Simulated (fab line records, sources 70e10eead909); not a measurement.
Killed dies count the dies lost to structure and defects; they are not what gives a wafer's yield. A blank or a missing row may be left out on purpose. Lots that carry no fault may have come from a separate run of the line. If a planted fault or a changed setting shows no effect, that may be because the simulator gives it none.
fab line records	flow nandHarc
record: lots: 7	wafers: 20	lastDay: 32
route steps=1302 shown A_SLIT@940 A_SIN_REMOVE@947 A_WL_FILL@952 END@1302
lots with no fault: from the same line, run without faults
startH: hours from the record's opening day to when the first of the lot's shown wafers began	waitH: hours from the lot's prior step to this one	" same as the row above	L1.1+2: a row that stands for several wafers	- no value, or no start given	* or withheld: withheld	< > ~ a bound
route shown NAME@n: names a module that has steps shown in the file, with the first one's number in the route	usual: mean and standard deviation over wafers with no fault	same: alike in all rows	chamber/n: place in a boat	sites: the reading at each site	_std_site: standard deviation across them	_edge_site: inner sites' mean taken away from outer sites' mean	radiusMm: for every site, how far away it sits from the centre of the wafer	mask NAME#n: copy n	behind: the last tool/chamber to shape the wafer	hold: why the lot was held/for how many hours/how that ended	device: names the non-switching transistor (n, p or np)	end of line: tests of these same wafers at the route's end	for a step that has no rows: nothing shown but its recipe	killed: dies lost to structure and defects at the first sort, not the wafer's yield	map: a wafer's dies, x killed, . not, _ none there
set.NAME: the setting as run; set.NAME@STEP: as run at that earlier step	model.NAME: the simulator's own value behind a step, which no gauge read
a table for each step, a row for each wafer; lots at some steps of the route
services: the hour from which a tool's chamber was out of use, counted from the record's first day as startH (under 0 if before that day), plus the number of hours and why
== steps ==
step: NHARC_A_SLIT_ETCH_26
recipe: biasV: 400	sourceW: 2000	pressureMtorr: 25	timeS: 90	arFlowSccm: 375	c4f8FlowSccm: 41.7	o2FlowSccm: 83.3	targetDepthA: 4000	chemistry: C4F8/O2/Ar
usual: chamberPressureMTorr: 25.003/0.023	drypumpMotorCurrentA: 5.5/0.34	showerheadPlenumPTorr: 3.71/0.12	throttleValvePct: 27.620/0.0096
lot.wafer	tool	chamber	startH	waitH	chamberPressureMTorr	drypumpMotorCurrentA	rfHoursCounterH	showerheadPlenumPTorr	throttleValvePct
L183.1	harEtch-02	1	493.26	3.0	25.008	4.9	64	3.94	27.613
L183.3	"	1	"	"	25.010	4.9	-	3.94	27.626
L183.4	"	0	"	"	24.974	5.6	-	3.66	27.630
L184.4	harEtch-02	0	536.92	1.3	25.019	5.6	-	3.65	27.626
L184.5	"	1	"	"	24.970	4.9	-	3.93	27.634
L184.6	"	0	"	"	24.993	5.6	-	3.65	27.614
L187.1	harEtch-01	0	545.17	2.4	24.992	5.5	298	3.66	27.629
L187.3	"	1	"	"	25.028	5.8	-	3.64	27.621
L187.6	"	0	"	"	24.995	5.5	-	3.66	27.623
L189.4	harEtch-01	0	559.30	1.3	24.990	5.5	-	3.65	27.600
L189.5	"	0	"	"	25.009	5.5	-	3.65	27.604
L196.2	harEtch-01	1	627.22	2.5	24.979	5.8	352	3.61	27.617
L196.4	"	0	"	"	25.056	5.5	-	3.63	27.632
L196.6	"	0	"	"	25.008	5.5	-	3.63	27.622
L197.1	harEtch-02	0	638.79	3.0	25.026	5.6	144	3.62	27.628
L197.2	"	1	"	"	25.009	4.9	144	3.90	27.604
L197.6	"	0	"	"	24.992	5.6	-	3.62	27.619
L199.4	harEtch-02	0	654.59	1.8	25.007	5.6	-	3.61	27.614
L199.3	"	1	"	"	25.011	4.9	-	3.89	27.627
L199.5	"	0	"	"	24.988	5.6	-	3.61	27.601
step: NHARC_A_SLIT_STRIP_28
recipe: o2FlowSccm: 400	cosFlowSccm: 20	arFlowSccm: 0	biasW: 0	chemistry: O2/COS
step: NHARC_A_SLIT_ETCH_29
recipe: targetDepthA: 1000	overetchA: 100	timeS: 55	ionEnergyEv: 100	cf4FlowSccm: 80	o2FlowSccm: 20	arFlowSccm: 0	rfW: 300	biasW: 100	chemistry: CF4/O2
usual: chamberPressureMTorr: 29.999/0.027	drypumpMotorCurrentA: 5.9/0.63	oesProductAu: 0.999/0.01	rfVppV: 197.2/1.3	showerheadPlenumPTorr: 1.31/0.047	throttleValvePct: 13.398/0.0091
lot.wafer	tool	chamber	startH	waitH	chamberPressureMTorr	drypumpMotorCurrentA	oesProductAu	rfHoursCounterH	rfVppV	showerheadPlenumPTorr	throttleValvePct
L183.3	rieDiel-04	2	494.15	0.1	30.031	5.8	0.997	7	198.8	1.37	13.382
L183.1	"	0	"	"	29.972	5.7	0.996	8	197.8	1.34	13.381
L183.4	"	1	"	"	29.989	5.7	1.011	8	195.8	1.25	13.388
L184.4	rieDiel-09	1	537.71	0.1	30.001	5.4	1.017	0	198.8	1.33	13.398
L184.5	"	1	"	"	30.000	5.4	1.019	-	197.4	1.33	13.395
L184.6	"	2	"	"	29.988	6.3	1.013	-	198.8	1.36	13.411
L187.1	rieDiel-09	0	546.03	0.1	30.036	4.9	0.995	2	195.7	1.25	13.403
L187.3	"	1	"	"	29.969	5.5	1.009	1	196.9	1.33	13.402
L187.6	"	0	"	"	30.048	4.9	0.989	-	195.4	1.25	13.403
L189.4	rieDiel-04	1	560.11	0.1	30.048	5.7	0.991	1	196.8	1.25	13.394
L189.5	"	2	"	"	29.972	5.8	0.994	-	198.2	1.37	13.395
L196.2	rieDiel-09	3	628.08	0.1	29.995	5.2	1.002	9	198.5	1.30	13.397
L196.4	"	1	"	"	29.975	5.5	1.010	7	197.5	1.33	13.397
L196.6	"	3	"	"	29.971	5.2	0.990	-	196.5	1.30	13.401
L197.1	rieDiel-04	1	639.70	0.1	29.967	5.7	1.000	6	196.5	1.25	13.399
L197.2	"	3	"	"	30.013	6.6	1.011	7	197.8	1.31	13.389
L197.6	"	2	"	"	30.048	5.8	1.000	-	197.9	1.37	13.401
L199.4	rieDiel-12	1	655.90	0.5	29.970	4.6	0.993	2	194.5	1.24	13.405
L199.3	"	0	"	"	30.062	6.6	0.999	1	198.6	1.37	13.373
L199.5	"	1	"	"	29.999	4.7	1.001	-	197.4	1.24	13.394
step: NHARC_A_SLIT_STRIP_18
recipe: o2FlowSccm: 500	arFlowSccm: 0	biasW: 0	chemistry: O2
usual: chamberPressureMTorr: 60.01/0.059	drypumpMotorCurrentA: 5.9/0.64	oesProductAu: 0.998/0.01	rfVppV: 57.6/0.87	showerheadPlenumPTorr: 3.46/0.12	throttleValvePct: 17.037/0.0095
lot.wafer	tool	chamber	startH	waitH	chamberPressureMTorr	drypumpMotorCurrentA	oesProductAu	rfHoursCounterH	rfVppV	showerheadPlenumPTorr	throttleValvePct
L183.1	rieDiel-04	3	-	-	60.01	6.6	0.984	7	57.5	3.47	17.040
L183.4	"	0	"	"	60.10	5.7	1.001	8	57.6	3.54	17.028
L183.3	"	1	"	"	59.89	5.7	1.004	8	57.8	3.32	17.041
L184.4	rieDiel-09	1	-	-	60.04	5.4	1.005	0	58.5	3.52	17.032
L184.6	"	0	"	"	60.14	4.9	1.001	-	57.9	3.31	17.053
L184.5	"	1	"	"	59.98	5.4	1.015	-	58.7	3.52	17.041
L187.3	rieDiel-09	0	-	-	60.02	4.9	0.996	2	56.5	3.31	17.035
L187.1	"	1	"	"	60.01	5.5	1.001	1	57.1	3.52	17.038
L187.6	"	0	"	"	59.98	4.9	0.986	-	58.6	3.31	17.041
L189.4	rieDiel-04	2	-	-	60.13	5.8	1.014	1	59.8	3.63	17.034
L189.5	"	2	"	"	60.04	5.8	1.018	-	57.2	3.63	17.032
L196.2	rieDiel-09	1	-	-	60.00	5.4	1.007	7	58.3	3.51	17.042
L196.4	"	3	"	"	59.90	5.2	1.003	9	56.6	3.45	17.038
L196.6	"	1	"	"	60.09	5.4	1.010	-	56.9	3.51	17.046
L197.2	rieDiel-04	3	-	-	60.04	6.6	1.003	7	56.8	3.47	17.039
L197.1	"	1	"	"	60.04	5.7	0.989	6	57.7	3.31	17.039
L197.6	"	2	"	"	59.98	5.8	1.004	-	58.5	3.62	17.040
L199.3	rieDiel-12	1	-	-	59.96	4.7	0.991	2	57.3	3.30	17.013
L199.4	"	3	"	"	60.03	5.9	0.989	2	57.0	3.30	17.031
L199.5	"	1	"	"	60.02	4.7	0.994	-	57.9	3.30	17.038
step: NHARC_A_SLIT_PRECLEAN_19
recipe: timeS: *	tempC: 50	bathAgeMin: 0	chemistry: SC1
step: NHARC_A_SLIT_SRD_20
step: NHARC_A_SLIT_CD_MEAS_21
usual: cdNm: 289.7/0.92
lot.wafer	tool	chamber	startH	waitH	cdNm
L183.1	cdSem-03	-	494.72	0.1	290.4
L183.3	"	-	"	"	290.2
L183.4	"	-	"	"	290.9
L184.4	cdSem-01	-	538.25	-	290.8
L184.5	"	-	"	"	290.5
L184.6	"	-	"	"	289.5
L187.1	cdSem-03	-	546.55	-	289.7
L187.3	"	-	"	"	289.7
L187.6	"	-	"	"	289.5
L189.4	cdSem-01	-	560.63	-	289.8
L189.5	"	-	"	"	289.3
L196.2	cdSem-02	-	628.61	-	289.1
L196.4	"	-	"	"	288.5
L196.6	"	-	"	"	288.5
L197.1	cdSem-03	-	640.29	-	290.8
L197.2	"	-	"	"	289.8
L197.6	"	-	"	"	290.6
L199.3	cdSem-02	-	656.44	-	291.6
L199.4	"	-	"	"	290.6
L199.5	"	-	"	"	291.0
step: NHARC_A_SIN_REMOVE_WET_00
recipe: tempC: 160	timeS: 15300	chemistry: H3PO4
step: NHARC_A_SIN_REMOVE_PRECLEAN_01
recipe: timeS: *	tempC: 50	bathAgeMin: 0	chemistry: SC1
step: NHARC_A_SIN_REMOVE_SRD_02
step: NHARC_A_SIN_REMOVE_INSPECT_04
usual: rawDefectCount: 364/75
lot.wafer	tool	chamber	startH	waitH	rawDefectCount
L183.1	defectInspect-01	-	501.24	0.0	358
L183.3	"	-	"	"	246
L183.4	"	-	"	"	367
L184.4	defectInspect-01	-	544.88	0.0	359
L184.5	"	-	"	"	321
L184.6	"	-	"	"	358
L187.1	defectInspect-01	-	553.13	0.0	282
L187.3	"	-	"	"	371
L187.6	"	-	"	"	338
L189.4	defectInspect-02	-	567.24	0.0	497
L189.5	"	-	"	"	446
L196.2	defectInspect-01	-	635.14	0.0	372
L196.4	"	-	"	"	368
L196.6	"	-	"	"	341
L197.1	defectInspect-01	-	646.87	0.0	273
L197.2	"	-	"	"	296
L197.6	"	-	"	"	350
L199.3	defectInspect-01	-	662.68	0.0	349
L199.4	"	-	"	"	258
L199.5	"	-	"	"	332
step: NHARC_A_WL_FILL_ALD_00
recipe: targetThkA: 30	pulseTimeS: 3	aldCycles: 30	tempC: 300	material: Al2O3
usual: aldCycles: 30/0	heaterPowerOuterW: 267/23	heaterPowerW: 488/39	precursorPulseHeightRel: 0.999/0.019
lot.wafer	tool	chamber	startH	waitH	aldCycles	heaterPowerOuterW	heaterPowerW	precursorPulseHeightRel
L183.3	aldHk-01	1	501.30	0.1	30	235	449	0.994
L183.4	"	2	"	"	30	270	532	1.009
L183.1	"	0	"	"	30	262	461	1.000
L184.4	aldHk-01	1	546.31	1.4	33	239	447	0.957
L184.5	"	1	"	"	30	237	448	0.981
L184.6	"	2	"	"	30	285	539	0.972
L187.3	aldHk-01	1	553.22	0.1	30	241	442	1.007
L187.1	"	2	"	"	33	280	529	1.011
L187.6	"	1	"	"	30	233	451	0.992
L189.4	aldHk-01	2	567.30	0.1	33	278	533	0.983
L189.5	"	2	"	"	30	277	519	1.018
L196.4	aldHk-01	3	635.26	0.1	30	271	491	1.009
L196.2	"	0	"	"	30	263	458	1.003
L196.6	"	2	"	"	30	280	536	1.013
L197.2	aldHk-01	2	646.94	0.1	30	283	543	0.998
L197.1	"	1	"	"	30	233	440	0.974
L197.6	"	3	"	"	30	276	491	1.024
L199.4	aldHk-03	1	662.77	0.1	30	268	476	1.000
L199.3	"	3	"	"	30	288	514	0.975
L199.5	"	1	"	"	30	269	467	1.018
step: NHARC_A_WL_FILL_RTA_01
recipe: tempC: 1000	timeS: 5
usual: lampPowerPct: 30.4/1.4	lamp_zone_3_pct: 30.4/1.4	wafer_temp_C_max: 1008.3/1.4
lot.wafer	tool	chamber	startH	waitH	lampPowerPct	lamp_zone_3_pct	wafer_temp_C_max
L183.1	rtpAnneal-01	0	501.57	-	31.9	31.9	1009.3
L183.3	"	0	"	"	31.9	31.9	1006.6
L183.4	"	0	"	"	31.9	31.9	1010.8
L184.4	rtpAnneal-02	0	546.66	-	29.0	29.0	1008.1
L184.5	"	0	"	"	29.0	28.9	1010.0
L184.6	"	0	"	"	29.0	29.0	1007.9
L187.1	rtpAnneal-01	0	553.62	-	31.9	31.9	1006.6
L187.3	"	0	"	"	31.9	31.9	1005.4
L187.6	"	0	"	"	31.9	31.8	1007.6
L189.4	rtpAnneal-02	0	567.78	-	29.0	29.1	1007.0
L189.5	"	0	"	"	29.0	29.0	1009.2
L196.2	rtpAnneal-01	0	635.50	-	31.9	31.9	1008.2
L196.4	"	0	"	"	31.9	32.0	1011.6
L196.6	"	0	"	"	31.9	32.0	1007.6
L197.1	rtpAnneal-02	0	647.21	-	29.0	29.0	1008.8
L197.2	"	0	"	"	29.1	29.0	1011.7
L197.6	"	0	"	"	29.0	29.0	1009.0
L199.3	rtpAnneal-02	0	663.05	-	29.0	29.0	1007.1
L199.4	"	0	"	"	29.0	29.0	1005.7
L199.5	"	0	"	"	29.0	29.0	1009.1
step: NHARC_END_SORT_01
recipe: tempC: 25
usual: killedAtArray: 55/12	killedAtOther: 1.0/1.2	killedAtPeriphery: 3.9/2.6	killedDies: 60/12	killedOpen: 3.3/1.9	killedShort: 2.5/1.8
same: grossDies: 677
lot.wafer	tool	chamber	startH	waitH	killedAtArray	killedAtOther	killedAtPeriphery	killedDies	killedOpen	killedShort
L183.1	prober-02	0	600.67	2.4	51	2	3	56	3	1
L183.3	prober-02	0	602.28	3.1	46	0	6	52	6	1
L183.4	prober-02	0	603.09	3.4	33	0	5	38	3	2
L196.2	prober-02	0	730.02	2.8	49	0	8	57	1	2
L196.4	prober-02	0	731.63	3.4	61	0	3	64	5	4
L196.6	prober-02	0	733.23	4.0	47	0	5	52	3	1
killed by level:class
L183.1 A_CHANNEL_HOLE_D2:chamberFilmFlake=28 A_CHANNEL_HOLE_D1:chamberFilmFlake=5 A_STAIRCASE:chamberFilmFlake=5 A_CONTACT:chamberFilmFlake=4 P_STI:chamberFilmFlake=2 A_CHANNEL_FILL_D2:chamberFilmFlake=2 THIN_TSV:chamberFilmFlake=2 P_CONTACT:geometricParticle:open=1
L183.3 A_CHANNEL_HOLE_D2:chamberFilmFlake=26 A_STAIRCASE:chamberFilmFlake=6 A_CONTACT:chamberFilmFlake=4 P_M1:geometricParticle:open=3 P_GATE:chamberFilmFlake=2 A_DECK1_JOINT:chamberFilmFlake=2 P_M0:geometricParticle:open=1 A_CHANNEL_HOLE_D1:geometricParticle:open=1
L183.4 A_CHANNEL_HOLE_D2:chamberFilmFlake=21 A_CHANNEL_HOLE_D1:chamberFilmFlake=4 P_GATE:chamberFilmFlake=3 A_STAIRCASE:chamberFilmFlake=2 A_CONTACT:chamberFilmFlake=2 P_CONTACT:geometricParticle:open=1 P_M1:geometricParticle:short=1 A_CHANNEL_FILL_D1:geometricParticle:open=1
L196.2 A_SLIT:chamberFilmFlake=34 A_CHANNEL_HOLE_D1:chamberFilmFlake=8 P_M1:chamberFilmFlake=6 A_CONTACT:chamberFilmFlake=4 P_M1:geometricParticle:short=1 A_ONON_D2:geometricParticle:short=1 A_WL_FILL:geometricParticle:open=1 P_ZERO_WELL:chamberFilmFlake=1
L196.4 A_SLIT:chamberFilmFlake=33 A_CHANNEL_HOLE_D1:chamberFilmFlake=11 A_STAIRCASE:chamberFilmFlake=5 A_CONTACT:chamberFilmFlake=3 A_ONON_D1:geometricParticle:short=2 P_M1:geometricParticle:open=1 P_M1:geometricParticle:short=1 A_ONON_D1:geometricParticle:open=1
L196.6 A_SLIT:chamberFilmFlake=29 A_CHANNEL_HOLE_D1:chamberFilmFlake=8 A_DECK1_JOINT:geometricParticle:open=3 P_M1:chamberFilmFlake=3 A_CONTACT:chamberFilmFlake=3 A_ONON_D1:geometricParticle:short=1 P_GATE:chamberFilmFlake=1 P_CONTACT:chamberFilmFlake=1
== services ==
tool	chamber	startH	hours	kind
rieDiel-09	0	476.32	-	clean
rieDiel-09	1	476.32	-	clean
rieDiel-09	2	476.32	-	clean
rieDiel-09	3	476.32	-	clean
rieDiel-04	-	476.52	1.2	repair
rieDiel-09	3	493.35	17.7	repair
rieDiel-09	-	497.10	9.0	pm
rieDiel-09	0	497.10	9.0	ventCycle
rieDiel-09	1	497.10	9.0	ventCycle
rieDiel-09	2	497.10	9.0	ventCycle
rieDiel-09	0	506.10	-	clean
rieDiel-09	1	506.10	-	clean
rieDiel-09	2	506.10	-	clean
rieDiel-12	0	526.36	1.6	repair
rieDiel-09	0	530.60	-	clean
rieDiel-04	-	531.90	9.0	pm
rieDiel-09	3	549.72	4.0	repair
aldHk-03	-	572.19	10.0	pm
rieDiel-12	3	574.28	2.8	repair
rtpAnneal-02	-	612.78	2.9	repair
rieDiel-12	-	622.40	9.0	pm
rieDiel-04	0	636.67	14.4	repair
rieDiel-12	0	648.55	7.1	repair
rieDiel-09	1	653.54	1.6	repair
== key ==
firstSign: step: NHARC_A_WL_FILL_ALD_00	reading: aldCycles	direction: up	sigmas: 99+	usual: 30	struck: 33
effect none on later readings
metAt NHARC_A_WL_FILL_ALD_00
struckWafers L184.4,L187.1,L189.4
testerLeftOut L184,L187,L189
onsetBetween 501.30 546.31
fault: kind: processParameterDrift	tool: aldHk-01	chamber: -	onsetH: 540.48	steps: NHARC_A_WL_FILL_ALD_00	channel: aldCycles	offset: 3	shape: step	endH: 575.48	scope: struckWafersOnly	actsIn: theseRecipesOnly	stated: 30
testerLeftOut: of these lots the tester's yield and bins aren't shown, on N5 and GAA mostly nor the transistor test; their killed dies are dies lost to structure and defects alone, not to doping, threshold or leakage, so they don't give the yield
